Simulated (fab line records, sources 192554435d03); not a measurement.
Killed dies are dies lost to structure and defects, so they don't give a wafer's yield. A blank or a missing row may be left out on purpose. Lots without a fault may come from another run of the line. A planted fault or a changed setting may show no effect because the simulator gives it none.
Split-lot experiment | flow n5_finfet | 7 lots, 21 wafers read, on a route of 1938 steps

THE SPLIT
At N5_HKMG_FIN_COAT_43 (resist thk 90 nm), the setting spin_rpm was moved away from the recipe's 1500 rpm on 7 of the 21 wafers read, by -10.3% to -4.0%. The other wafers ran this setting at the recipe's value.

FROM THE SPLIT TO THE READING: what the file shows between them, 2 steps
- N5_HKMG_FIN_EBR_45
- N5_HKMG_FIN_SOFTBAKE_44: time 60 s

THE READING
CAR-ArF_of_HKMG_FIN_COAT_43.thk_nm (the simulator's own value, which no gauge read), in nm, at N5_HKMG_FIN_DESCUM_53 (chemistry O2, time 7.9 s). The file gives no usual value for it. The 14 wafers here that ran the recipe average 83.2 nm, standard deviation 0.24 nm.

wafer  | tool, chamber at the split | spin_rpm as run, rpm | against the recipe | CAR-ArF_of_HKMG_FIN_COAT_43.thk_nm, nm | against lot-mates on the recipe
L074.1 | litho_track-05, 0          | 1366                 | -8.9%              | 88.2                                   | +4.8
L074.3 | litho_track-05, 0          | 1500                 | recipe             | 83.4                                   | -
L074.5 | litho_track-05, 0          | 1366                 | -8.9%              | 88                                     | +4.6
L075.3 | litho_track-03, 0          | 1500                 | recipe             | 83.4                                   | -
L075.5 | litho_track-03, 0          | 1500                 | recipe             | 83.2                                   | -
L075.6 | litho_track-03, 0          | 1500                 | recipe             | 83.2                                   | -
L076.2 | litho_track-03, 0          | 1500                 | recipe             | 83                                     | -
L076.4 | litho_track-03, 0          | 1500                 | recipe             | 83                                     | -
L076.6 | litho_track-03, 0          | 1500                 | recipe             | 83                                     | -
L077.1 | litho_track-02, 0          | 1500                 | recipe             | 83.8                                   | -
L077.2 | litho_track-02, 0          | 1500                 | recipe             | 83.6                                   | -
L077.5 | litho_track-02, 0          | 1433                 | -4.5%              | 86.2                                   | +2.5
L084.3 | litho_track-02, 0          | 1440                 | -4.0%              | 85                                     | +2.0
L084.4 | litho_track-02, 0          | 1500                 | recipe             | 83                                     | -
L084.5 | litho_track-02, 0          | 1500                 | recipe             | 83                                     | -
L086.1 | litho_track-03, 0          | 1382                 | -7.9%              | 87.4                                   | +4.2
L086.3 | litho_track-03, 0          | 1382                 | -7.9%              | 87.4                                   | +4.2
L086.5 | litho_track-03, 0          | 1500                 | recipe             | 83.2                                   | -
L096.4 | litho_track-03, 0          | 1345                 | -10.3%             | 88.2                                   | +5.0
L096.5 | litho_track-03, 0          | 1500                 | recipe             | 83.2                                   | -
L096.6 | litho_track-03, 0          | 1500                 | recipe             | 83.2                                   | -

THE FIT
A straight line over all 21 wafers: CAR-ArF_of_HKMG_FIN_COAT_43.thk_nm changes by -0.525 nm for each +1% of spin_rpm; r = -0.99; the points scatter about the line by 0.29 nm.
The same after taking each lot's own level away (the mean of its wafers on the recipe; 21 wafers): -0.517 nm for each +1%; r = -1.00; scatter 0.12 nm.
On that fit, the largest move of spin_rpm shifts the reading by 5.3 nm.
The lots' own levels span 83.00 to 83.70 nm, that is 2.9 times the standard deviation above.
So the lot-to-lot level changes the slope little: the two slopes agree.
Check: with one of the wafers moved furthest among these (-10.3%) left out of the fit, the line predicts +5.48 nm for it against its lot-mates. It came out at +5 nm against them.

THE WHOLE CHAIN: every reading that the file lists as answering this split, in the file's order
step                  | what it does             | reading                                                                             | change (the file's fit)               | r (the file's)
N5_HKMG_FIN_COAT_43   | resist thk 90 nm         | CAR-ArF_of_HKMG_FIN_COAT_43.thk_nm (the simulator's own value, which no gauge read) | -0.499 nm for each +1% of the setting | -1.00
N5_HKMG_FIN_DESCUM_53 | chemistry O2, time 7.9 s | CAR-ArF_of_HKMG_FIN_COAT_43.thk_nm (the simulator's own value, which no gauge read) | -0.513 nm for each +1% of the setting | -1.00

THE FILE'S OWN FIT
CAR-ArF_of_HKMG_FIN_COAT_43.thk_nm changes by -0.513 nm for each +1% of spin_rpm, r = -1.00.
